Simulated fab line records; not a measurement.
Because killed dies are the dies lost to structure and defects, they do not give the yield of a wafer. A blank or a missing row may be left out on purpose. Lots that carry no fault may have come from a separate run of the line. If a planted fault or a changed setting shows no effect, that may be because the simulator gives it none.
Struck lot and sound lot, side by side | flow n5 finfet | 45 steps out of a route of 1938
Sound: the wafers L787.2, L787.3, L787.6. Struck: wafer L802.5. (L802.1 of the same lot was not struck and is left out.) The cause comes at the end.
Each step with rows lists, per side, the tool, then ch with its chambers, then its first start. Under that, the readings that differ: sound wafers | struck wafers | difference of the means | sigmas: that difference in standard deviations of wafers without a fault.
alike: readings whose means differ by less than 2 such deviations, and words and numbers that are the same on both sides. not compared: withheld readings, readings that some wafer has no value for, bounds like >300 that may hide the same value, and numbers for which the record gives no deviation and whose values overlap.
A row with sigmas, a row that says differs or no value, or rows on one side alone: a step with any of these is where the two part. Non-overlapping numbers with no deviation appear without sigmas and do not part them. Lack of a reading on every wafer of one side parts them only where that side has two or more wafers.

first, 11 steps without rows for these wafers: N5_BEOL_M2_DESCUM_33 (chemistry O2, time 7 s); N5_BEOL_M2_ETCH_77 (etches underlayer in N2/H2, target depth 6.5 nm, time 5.2 s); N5_BEOL_M2_ETCH_69 (etches SiARC in CF4, target depth 15.6 nm, time 26 s); N5_BEOL_M2_ALD_98 (deposits SiO2, target thk 2.5 nm, pulse time 1 s, co reactant pulse time 1 s); N5_BEOL_M2_ETCHBACK_99 (etches SiO2 in CHF3, target depth 5 nm, time 10.4 s); N5_BEOL_M2_ETCH_70 (etches SOC in N2/H2, target depth 80 nm, overetch 24 nm, time 130 s); N5_BEOL_M2_STRIP_71 (strips in N2/H2); N5_BEOL_M2_STRIP_78 (strips in N2/H2); N5_BEOL_M2_VIA_ETCH_34 (etches the open film in C4F6/O2, target depth 69.4 nm, time 65.9 s); N5_BEOL_M2_STRIP_83 (strips in C4F6/O2); N5_BEOL_M2_STRIP_36 (strips in N2/H2).
N5_BEOL_M2_TRENCH_ETCH_37: etches SiOC in C4F6/O2, target depth 55.555 nm, time 29.2 s.
  sound on rie diel-05 ch 2,3, day 7 22:49; struck on rie diel-01 ch 2, day 11 21:28
  reading                                    | sound             | struck | difference | sigmas
  model.BEOL_M2.feature depth nm (nm)        | 55.6 53.8 53.8    | 38     | -16        |
  model.etch.depth nm (nm)                   | 55.62 53.84 53.85 | 38.01  | -16.43     |
  model.TiN_of_BEOL_M2_HM_DEP_02.thk nm (nm) | 17.8 17.8 17.8    | 18     | +0         |
  alike: drypump motor current A, oes product au, rf vpp V, showerhead plenum p Torr, throttle valve pct
  not compared: rf hours counter h
then, 2 steps without rows for these wafers: N5_BEOL_M2_ETCH_41 (etches SiCN in CH3F/O2, target depth 29.9 nm, time 52.5 s); N5_BEOL_M2_STRIP_97 (strips in N2/H2, time 10 s).
N5_BEOL_M2_OCD_MEAS_38:
  sound: ocd-01 at day 7 22:59; struck: ocd-01 at day 11 21:37
  reading              | sound          | struck | difference | sigmas
  trench depth nm (nm) | 55.7 53.9 54.6 | 37.6   | -17.1      | -13
then, 25 steps without rows for these wafers: N5_BEOL_M2_HM_STRIP_39 (strips TiN in peroxide tin strip, target depth 25 nm, time 158 s); N5_BEOL_M2_SRD_40 (time 30 s); N5_BEOL_M2_PRECLEAN_42 (cleans in residue remover, time 60 s); N5_BEOL_M2_SRD_43 (time 30 s); N5_BEOL_M2_DEGAS_44 (time 60 s); N5_BEOL_M2_PRE_CLEAN_45 (time 30 s); N5_BEOL_M2_ALD_84 (deposits TaN, pulse time 2 s, purge time 3 s, co reactant purge time 2 s); N5_BEOL_M2_SURFACE_TREAT_85; N5_BEOL_M2_CVD_47 (deposits Co from CCTBA/H2, target thk 3 nm, time 223.8 s); N5_BEOL_M2_SPUTTER_48 (material Cu, target thk 4.5 nm, time 8.29 s); N5_BEOL_M2_ANNEAL_49 (time 240 s); N5_BEOL_M2_SPUTTER_79 (material Cu, target thk 4.5 nm, time 8.29 s); N5_BEOL_M2_ANNEAL_80 (time 240 s); N5_BEOL_M2_SPUTTER_81 (material Cu, target thk 4.5 nm, time 8.29 s); N5_BEOL_M2_ANNEAL_82 (time 240 s); N5_BEOL_M2_SPUTTER_86 (material Cu, target thk 4.5 nm, time 8.29 s); N5_BEOL_M2_ANNEAL_87 (time 240 s); N5_BEOL_M2_SPUTTER_88 (material Cu, target thk 4.5 nm, time 8.29 s); N5_BEOL_M2_ANNEAL_89 (time 240 s); N5_BEOL_M2_SPUTTER_90 (material Cu, target thk 4.5 nm, time 8.29 s); N5_BEOL_M2_ANNEAL_91 (time 240 s); N5_BEOL_M2_SPUTTER_92 (material Cu, target thk 4.5 nm, time 8.29 s); N5_BEOL_M2_ANNEAL_93 (time 240 s); N5_BEOL_M2_SPUTTER_94 (material Cu, target thk 4.5 nm, time 8.29 s); N5_BEOL_M2_ANNEAL_95 (time 240 s).
N5_BEOL_M2_CMP_52: polishes, stops on SiOC, t overpolish 6.8 s, target thk 40 nm.
  sound on cmp-01 ch 0,1, day 8 02:45; struck on cmp-02 ch 3, day 12 01:12
  reading                                | sound        | struck | difference | sigmas
  model.Cu_of_BEOL_M2_ECD_50.thk nm (nm) | 39.2 38.4 37 | 22.2   | -16.0      |
  alike: barrier field endpoint s, motor current A, overpolish run s, time to endpoint s
N5_BEOL_M2_THK_MEAS_53: measures by xrf.
  sound: film metro-01 at day 8 03:03; struck: film metro-01 at day 12 01:23
  reading     | sound          | struck | difference | sigmas
  M2_THK (nm) | 39.7 38.8 37.5 | 22.4   | -16.3      | -9
N5_BEOL_M2_RS_MEAS_58: measures by four-point-probe.
  sound: film metro-01 at day 8 03:19; struck: film metro-01 at day 12 01:40
  reading        | sound          | struck | difference | sigmas
  M2_RS (ohm/sq) | 0.69 0.70 0.74 | 1.48   | +0.77      | +20
N5_BEOL_M4_RC_MEAS_101:
  sound on prober-01 ch 0, day 9 03:05; struck on prober-02 ch 0, day 13 09:45
  reading                   | sound       | struck | difference | sigmas
  SERP_M2 (ohm/um)          | 228 215 221 | 391    | +170       | +11
  SERP_M2_max_site (ohm/um) | 245 224 230 | 415    | +182       | +10
  alike: DIBL_N, DIBL_P, IOFF_N, IOFF_P, ION_N, ION_P, SS_N, SS_P, VT_N, VT_P
-- a jump in the record: the struck wafers' starts before and after are 5 days apart (it breaks off in module BEOL_M4 and resumes in module PASSIVATION, where the first step shown is number 1936 of the route) --
N5_PASSIVATION_PROBE_49:
  sound: prober-02 at day 14 04:13; struck: prober-01 at day 18 01:10
  reading                  | sound          | struck | difference | sigmas
  defect limited yield (%) | 88.2 91.0 89.0 | 83.5   | -5.9       | -4
  killed_at_M0_to_M3       | 32 25 55       | 127    | +90        | +8
  killed at front end      | 73 51 55       | 26     | -34        | -3
  killed dies              | 139 106 130    | 195    | +70        | +4
  sort_bin_8_speed (%)     | 0 0 0          | 7.0    | +7.0       | +6
  sort n pass              | 1041 1074 1050 | 985    | -70        | -3
  alike: killed_at_M4_up, killed at contacts, killed at other, killed on rim, killed open, killed short, sort_bin_5_function, sort_bin_6_memory

## WHERE THEY PART
Earliest at N5_BEOL_M2_OCD_MEAS_38; latest, in this record, at N5_PASSIVATION_PROBE_49.

WHY: what had been put in by the simulator
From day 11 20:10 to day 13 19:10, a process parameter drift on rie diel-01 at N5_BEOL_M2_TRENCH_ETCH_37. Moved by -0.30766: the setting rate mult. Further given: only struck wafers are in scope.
